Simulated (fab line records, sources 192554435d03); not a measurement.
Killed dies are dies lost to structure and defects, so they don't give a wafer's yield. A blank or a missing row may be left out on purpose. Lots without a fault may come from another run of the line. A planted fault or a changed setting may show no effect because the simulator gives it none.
Which tool did it? | flow n5_finfet | 10 lots, 30 wafers sampled, at 4 steps of a route of 1938

WHAT THE GAUGES READ, wafer by wafer
The record holds no reading of a measuring or inspecting step that can be judged against a usual standard deviation.

WHICH TOOL RAN EACH LOT (tool, then ch and the chambers of the sampled wafers, then the start)
lot  | N5_HKMG_FIN_ALD_79                 | N5_HKMG_FIN_DESCUM_17              | N5_HKMG_FIN_ETCH_31                | N5_HKMG_FIN_STRIP_34
L208 | ald_metal-03 ch 2,3, day 4 01:47   | rie_diel-03 ch 0,1, day 4 03:49    | rie_diel-03 ch 0,1, day 4 03:50    | rie_diel-03 ch 0,1, day 4 04:05
L209 | ald_metal-03 ch 0,1,2, day 4 04:38 | rie_diel-03 ch 0,1,3, day 4 06:46  | rie_diel-03 ch 0,1,3, day 4 06:47  | rie_diel-03 ch 0,1,3, day 4 07:02
L214 | ald_metal-04 ch 1,2,3, day 5 16:04 | rie_diel-03 ch 1,2,3, day 5 18:10  | rie_diel-03 ch 1,2,3, day 5 18:12  | rie_diel-03 ch 0,1,3, day 5 18:28
L217 | ald_metal-04 ch 1,2, day 6 08:22   | rie_diel-03 ch 2,3, day 6 10:22    | rie_diel-03 ch 2,3, day 6 10:25    | rie_diel-03 ch 2,3, day 6 10:40
L218 | ald_metal-04 ch 0,1,2, day 6 12:10 | rie_diel-04 ch 1,2, day 6 14:05    | rie_diel-04 ch 1,2, day 6 14:08    | rie_diel-04 ch 1,2, day 6 14:22
L220 | ald_metal-04 ch 2,3, day 7 04:49   | rie_diel-03 ch 0,1,2, day 7 06:44  | rie_diel-03 ch 0,1,2, day 7 06:46  | rie_diel-03 ch 0,1,2, day 7 07:01
L223 | ald_metal-01 ch 0,1,2, day 7 20:01 | rie_diel-04 ch 1,2,3, day 7 22:07  | rie_diel-04 ch 1,2,3, day 7 22:09  | rie_diel-04 ch 1,2,3, day 7 22:24
L222 | ald_metal-03 ch 1,2, day 8 01:02   | rie_diel-04 ch 1,2, day 8 03:08    | rie_diel-04 ch 1,2, day 8 03:10    | rie_diel-04 ch 1,2, day 8 03:25
L228 | ald_metal-03 ch 0,2, day 9 01:18   | rie_diel-04 ch 1,3, day 9 03:44    | rie_diel-04 ch 1,3, day 9 03:46    | rie_diel-04 ch 1,3, day 9 04:01
L231 | ald_metal-01 ch 1,2,3, day 9 22:20 | rie_diel-05 ch 0,1,3, day 10 00:20 | rie_diel-05 ch 0,1,3, day 10 00:22 | rie_diel-05 ch 0,1,3, day 10 00:37
- N5_HKMG_FIN_ALD_79: deposits TiN, target thk 1.5 nm, pulse time 1 s, purge time 3 s.
- N5_HKMG_FIN_DESCUM_17: chemistry O2, time 7.9 s.
- N5_HKMG_FIN_ETCH_31: etches SiARC in CF4, target depth 45.5 nm, time 75.8 s.
- N5_HKMG_FIN_STRIP_34: strips in CF4.

WHAT THE TOOLS THEMSELVES READ (means of the sampled wafers that have a number; where no wafer has one, the mark that the record gives instead)
N5_HKMG_FIN_ALD_79.
lot  | tool         | heater_power_w (W) | precursor_pulse_height_rel
L208 | ald_metal-03 | 858                | 0.998
L209 | ald_metal-03 | 864                | 1.002
L214 | ald_metal-04 | 808                | 0.983
L217 | ald_metal-04 | 826                | 0.989
L218 | ald_metal-04 | 849                | 0.989
L220 | ald_metal-04 | 760                | 0.989
L223 | ald_metal-01 | 923                | 0.989
L222 | ald_metal-03 | 859                | 0.994
L228 | ald_metal-03 | 859                | 0.999
L231 | ald_metal-01 | 884                | 0.990

N5_HKMG_FIN_DESCUM_17.
lot  | tool        | drypump_motor_current_A (A) | oes_product_au (a.u.) | rf_vpp_V (V) | showerhead_plenum_p_Torr (Torr) | throttle_valve_pct (%)
L208 | rie_diel-03 | 5.8                         | 0.81                  | 242.5        | 2.08                            | 20.30
L209 | rie_diel-03 | 5.8                         | 0.88                  | 242.4        | 2.06                            | 20.25
L214 | rie_diel-03 | 6.0                         | 0.85                  | 242.9        | 2.08                            | 20.41
L217 | rie_diel-03 | 5.6                         | 0.87                  | 243.2        | 2.09                            | 20.54
L218 | rie_diel-04 | 6.2                         | 0.71                  | 244.5        | 2.13                            | 20.33
L220 | rie_diel-03 | 5.9                         | 0.78                  | 243.1        | 2.10                            | 20.48
L223 | rie_diel-04 | 6.2                         | 0.74                  | 243.3        | 2.08                            | 20.31
L222 | rie_diel-04 | 6.2                         | 0.69                  | 244.4        | 2.13                            | 20.35
L228 | rie_diel-04 | 6.1                         | 0.72                  | 243.1        | 2.11                            | 20.23
L231 | rie_diel-05 | 5.7                         | 0.69                  | 243.5        | 2.06                            | 20.22

N5_HKMG_FIN_ETCH_31.
lot  | tool        | bias_w (W) | drypump_motor_current_A (A) | etch_rf_on_time_s (s) | oes_product_au (a.u.) | rf_vpp_V (V) | showerhead_plenum_p_Torr (Torr) | throttle_valve_pct (%)
L208 | rie_diel-03 | 36.13      | 5.8                         | 75.1                  | 0.69                  | 183.8        | 2.13                            | 15.50
L209 | rie_diel-03 | 35.95      | 5.8                         | 74.5                  | 0.75                  | 183.5        | 2.12                            | 15.47
L214 | rie_diel-03 | 35.95      | 6.0                         | 74.3                  | 0.74                  | 183.5        | 2.14                            | 15.62
L217 | rie_diel-03 | 37.89      | 5.7                         | 74.0                  | 0.74                  | 189.6        | 2.15                            | 15.74
L218 | rie_diel-04 | 36.08      | 6.2                         | 75.0                  | 0.61                  | 184.8        | 2.17                            | 15.56
L220 | rie_diel-03 | 37.79      | 6.0                         | 73.3                  | 0.67                  | 189.0        | 2.15                            | 15.67
L223 | rie_diel-04 | 35.97      | 6.2                         | 76.1                  | 0.63                  | 182.9        | 2.12                            | 15.58
L222 | rie_diel-04 | 35.91      | 6.1                         | 74.5                  | 0.60                  | 184.7        | 2.16                            | 15.60
L228 | rie_diel-04 | 35.92      | 6.1                         | 75.1                  | 0.62                  | 184.1        | 2.14                            | 15.44
L231 | rie_diel-05 | 36.02      | 5.7                         | 76.3                  | 0.59                  | 183.7        | 2.11                            | 15.53

N5_HKMG_FIN_STRIP_34.
lot  | tool        | drypump_motor_current_A (A) | oes_product_au (a.u.) | rf_vpp_V (V) | showerhead_plenum_p_Torr (Torr) | throttle_valve_pct (%)
L208 | rie_diel-03 | 5.8                         | 0.79                  | 271.4        | 1.78                            | 13.46
L209 | rie_diel-03 | 5.8                         | 0.86                  | 269.9        | 1.78                            | 13.43
L214 | rie_diel-03 | 5.8                         | 0.84                  | 270.6        | 1.78                            | 13.45
L217 | rie_diel-03 | 5.7                         | 0.84                  | 271.3        | 1.80                            | 13.66
L218 | rie_diel-04 | 6.2                         | 0.70                  | 272.3        | 1.82                            | 13.59
L220 | rie_diel-03 | 6.0                         | 0.77                  | 270.5        | 1.79                            | 13.63
L223 | rie_diel-04 | 6.2                         | 0.73                  | 270.0        | 1.78                            | 13.57
L222 | rie_diel-04 | 6.2                         | 0.69                  | 271.7        | 1.81                            | 13.63
L228 | rie_diel-04 | 6.1                         | 0.71                  | 271.8        | 1.80                            | 13.46
L231 | rie_diel-05 | 5.7                         | 0.69                  | 271.0        | 1.77                            | 13.56

THE ANSWER, worked out from the rows above alone
Rule: what is usual is taken from the lots themselves. Put in order of their means at a reading, lots are off if they are a third of the lots or fewer, leave a main group of 4 or more, and stand apart from it by a gap of 3 or more times the standard deviation of the main group's means; of several such gaps the widest counts. A main group whose means are all the same, to the digits that the tables above print for the reading, isn't used. A lot without any number at a reading at which 4 lots or more have one is off too. The other lots that the step has rows for count as sound. The gauges are gone through in route order, then the tools' own readings, and for those a lot's mean is taken as printed above. The first step at which some lot is off is used, and at that step the reading that is off furthest; a lot without a number counts as furthest.
Off: L217, L220, at N5_HKMG_FIN_ETCH_31 (bias_w). The main group: mean 35.99 W, standard deviation 0.074.
A tool fits if, at that step or a process step before it, it ran every lot that is off, and no sound lot after the first of them. One fits: rie_diel-03 at N5_HKMG_FIN_DESCUM_17 and N5_HKMG_FIN_ETCH_31. At N5_HKMG_FIN_DESCUM_17 its last sound lot is L214 (day 5 18:10), its first lot that is off L217 (day 6 10:22): a fault that began between those two fits.

WHAT THE SIMULATOR HAD PUT IN
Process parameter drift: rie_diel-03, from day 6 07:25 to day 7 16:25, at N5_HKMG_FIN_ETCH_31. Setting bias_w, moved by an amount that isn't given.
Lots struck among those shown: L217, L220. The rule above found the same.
